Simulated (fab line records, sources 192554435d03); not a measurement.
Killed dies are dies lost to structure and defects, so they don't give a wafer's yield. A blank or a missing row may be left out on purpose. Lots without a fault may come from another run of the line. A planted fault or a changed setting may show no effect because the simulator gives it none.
Chamber matching | flow n5_finfet | N5_GATE_CUT_DESCUM_18 on rie_diel-01: 4 sister chambers
The step chemistry O2, time 7 s. 8 wafers are shown with their chamber, then 9 later ones without.

WAFERS WITH THEIR CHAMBER
wafer  | chamber | showerhead_plenum_p_Torr (Torr) | throttle_valve_pct (%)
L074.6 | 2       | 2.07                            | 20.56
L075.5 | 2       | 2.07                            | 20.54
L078.5 | 3       | 2.14                            | 20.33
L084.3 | 1       | 2.24                            | 19.98
L084.6 | 1       | 2.23                            | 19.98
L087.1 | 0       | 2.23                            | 20.46
L087.3 | 3       | 2.13                            | 20.35
L087.5 | 0       | 2.23                            | 20.44

WAFERS WITHOUT THEIR CHAMBER
wafer  | showerhead_plenum_p_Torr (Torr) | throttle_valve_pct (%)
L090.3 | 2.23                            | 20.45
L090.5 | 2.06                            | 20.57
L090.6 | 2.13                            | 20.37
L091.2 | 2.13                            | 20.36
L091.4 | 2.23                            | 19.98
L091.5 | 2.13                            | 20.38
L096.3 | 2.12                            | 20.38
L096.4 | 2.22                            | 20.50
L096.5 | 2.06                            | 20.21

WHICH CHAMBER EACH WENT THROUGH
wafer  | from the rows above | in truth
L090.3 | 0                   | 0
L090.5 | 2                   | 2
L090.6 | 3                   | 3
L091.2 | 3                   | 3
L091.4 | 1                   | 1
L091.5 | 3                   | 3
L096.3 | 3                   | 3
L096.4 | 0                   | 0
L096.5 | 3                   | 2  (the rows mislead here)
Placed correctly: 8 of 9. Can't be placed from these rows: 0. Placed wrongly: 1.
How it was worked out, from the rows above alone: a wafer's distance from a chamber is the root of the sum, over the readings, of the square of ((its reading less the chamber's mean) divided by the reading's scatter). The wafer belongs to the nearest chamber; if the next one is less than 2 further off, it can't be placed. A chamber's mean is the mean of its shown wafers. The scatter: the root of (the sum of the squares of (reading less its chamber's mean) over the shown wafers, divided by (wafers less chambers)).
